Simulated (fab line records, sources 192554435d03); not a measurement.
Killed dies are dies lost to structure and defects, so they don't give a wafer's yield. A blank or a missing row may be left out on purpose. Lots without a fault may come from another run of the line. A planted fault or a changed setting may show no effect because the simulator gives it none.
Split-lot experiment | flow n5_finfet | 7 lots, 21 wafers read, on a route of 1938 steps

THE SPLIT
At N5_BEOL_M11_COAT_22 (resist thk 90 nm), the setting spin_rpm was moved away from the recipe's 1500 rpm on 4 of the 21 wafers read, by -5.4% to +10.2%. The other wafers ran this setting at the recipe's value.

The reading is taken at the split's own step.

THE READING
CAR-ArF_of_BEOL_M11_COAT_22.thk_nm (the simulator's own value, which no gauge read), in nm, at N5_BEOL_M11_COAT_22 (resist thk 90 nm). The file gives no usual value for it. The 17 wafers here that ran the recipe average 90.1 nm, standard deviation 0.25 nm.

wafer  | tool, chamber at the split | spin_rpm as run, rpm | against the recipe | CAR-ArF_of_BEOL_M11_COAT_22.thk_nm, nm | against lot-mates on the recipe
L074.1 | litho_track-04, 0          | 1500                 | recipe             | 90.4                                   | -
L074.2 | litho_track-04, 0          | 1500                 | recipe             | 90.4                                   | -
L074.3 | litho_track-04, 0          | 1653                 | +10.2%             | 86.2                                   | -4.2
L083.2 | litho_track-04, 0          | 1500                 | recipe             | 90.2                                   | -
L083.3 | litho_track-04, 0          | 1500                 | recipe             | 90.2                                   | -
L083.6 | litho_track-04, 0          | 1500                 | recipe             | 90.4                                   | -
L090.3 | litho_track-03, 0          | 1500                 | recipe             | 89.6                                   | -
L090.4 | litho_track-03, 0          | 1500                 | recipe             | 89.6                                   | -
L090.5 | litho_track-03, 0          | 1500                 | recipe             | 89.8                                   | -
L092.1 | litho_track-04, 0          | 1500                 | recipe             | 90                                     | -
L092.2 | litho_track-04, 0          | 1500                 | recipe             | 89.8                                   | -
L092.3 | litho_track-04, 0          | 1500                 | recipe             | 90.2                                   | -
L089.1 | litho_track-04, 0          | 1500                 | recipe             | 90                                     | -
L089.3 | litho_track-04, 0          | 1500                 | recipe             | 90                                     | -
L089.2 | litho_track-04, 0          | 1419                 | -5.4%              | 92.8                                   | +2.8
L093.3 | litho_track-05, 0          | 1500                 | recipe             | 90.2                                   | -
L093.5 | litho_track-05, 0          | 1500                 | recipe             | 90.2                                   | -
L093.4 | litho_track-05, 0          | 1500                 | recipe             | 90                                     | -
L095.4 | litho_track-05, 0          | 1500                 | recipe             | 90                                     | -
L095.5 | litho_track-05, 0          | 1560                 | +4.0%              | 88.2                                   | -1.8
L095.6 | litho_track-05, 0          | 1560                 | +4.0%              | 88.2                                   | -1.8

THE FIT
A straight line over all 21 wafers: CAR-ArF_of_BEOL_M11_COAT_22.thk_nm changes by -0.42 nm for each +1% of spin_rpm; r = -0.97; the points scatter about the line by 0.28 nm.
The same after taking each lot's own level away (the mean of its wafers on the recipe; 21 wafers): -0.44 nm for each +1%; r = -0.99; scatter 0.15 nm.
On that fit, the largest move of spin_rpm shifts the reading by 4.5 nm.
The lots' own levels span 89.67 to 90.40 nm, that is 3.0 times the standard deviation above.
So the lot-to-lot level changes the slope little: the two slopes agree.
Check: with one of the wafers moved furthest among these (+10.2%) left out of the fit, the line predicts -4.91 nm for it against its lot-mates. It came out at -4.2 nm against them.

OTHER SPLITS ON THESE WAFERS
These wafers also went through other splits before the reading. Each is held against what the fit with the lots' levels taken away leaves over:
other split on the same wafers   | wafers away from the commonest value | r with CAR-ArF_of_BEOL_M11_COAT_22.thk_nm (lot level and that fit taken away)
N5_BEOL_M8_EXPOSE_25 dose_mj     | 9                                    | +0.05
N5_BEOL_M8_DEP_56 time_s         | 6                                    | -0.12
N5_BEOL_M9_ETCH_66 time_s        | 5                                    | -0.08
N5_BEOL_M9_TRENCH_ETCH_37 time_s | 10                                   | +0.13
N5_BEOL_M10_EXPOSE_25 dose_mj    | 4                                    | -0.23
N5_BEOL_M10_PEB_26 peb_time_s    | 6                                    | +0.22

THE FILE'S OWN FIT
CAR-ArF_of_BEOL_M11_COAT_22.thk_nm changes by -0.437 nm for each +1% of spin_rpm, r = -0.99.
